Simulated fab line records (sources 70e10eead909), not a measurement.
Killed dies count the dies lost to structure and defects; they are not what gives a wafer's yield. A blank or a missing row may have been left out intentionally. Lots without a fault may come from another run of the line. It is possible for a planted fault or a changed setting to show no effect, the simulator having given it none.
Chamber matching + flow nandHarc + 4 sister chambers for NHARC_A_STAIRCASE_DESCUM_291 on rieDiel-01
The step chemistry O2, time 3 s. 4 wafers are shown with their chamber, then 9 later ones without.

== WAFERS WITH THEIR CHAMBER ==
| wafer  | chamber | showerheadPlenumPTorr (Torr) |
|--------|---------|------------------------------|
| L083.1 | 3       | 2.07                         |
| L092.2 | 2       | 1.95                         |
| L092.3 | 0       | 1.84                         |
| L092.4 | 1       | 1.82                         |

== WAFERS MISSING THEIR CHAMBER ==
| wafer  | showerheadPlenumPTorr (Torr) |
|--------|------------------------------|
| L092.1 | 2.06                         |
| L092.5 | 1.95                         |
| L092.6 | 2.06                         |
| L095.1 | 1.95                         |
| L095.2 | 1.84                         |
| L095.5 | 1.82                         |
| L094.1 | 1.95                         |
| L094.3 | 1.84                         |
| L094.6 | 1.84                         |

== WHICH CHAMBER EACH ONE RAN IN ==
| wafer  | from the rows above | in truth |
|--------|---------------------|----------|
| L092.1 | 3                   | 3        |
| L092.5 | 2                   | 2        |
| L092.6 | 3                   | 3        |
| L095.1 | 2                   | 2        |
| L095.2 | 0                   | 0        |
| L095.5 | 1                   | 1        |
| L094.1 | 2                   | 2        |
| L094.3 | 0                   | 0        |
| L094.6 | 0                   | 0        |
Correct placement for 9 of the 9. Left unplaced by these rows: 0. Number placed wrongly: 0.
How it was worked out, from the rows above alone: a wafer's distance from a chamber is the root of the sum, over the readings, of the square of ((its reading less the chamber's mean) divided by the reading's scatter). If the next closest chamber is less than 2 further off than the closest, the wafer can't be placed; otherwise it belongs to the closest. Each chamber's mean is taken over the wafers shown for it. The scatter (one wafer shown for each chamber): square how far every hidden wafer sits from the nearest shown wafer, average those squares and take the square root.
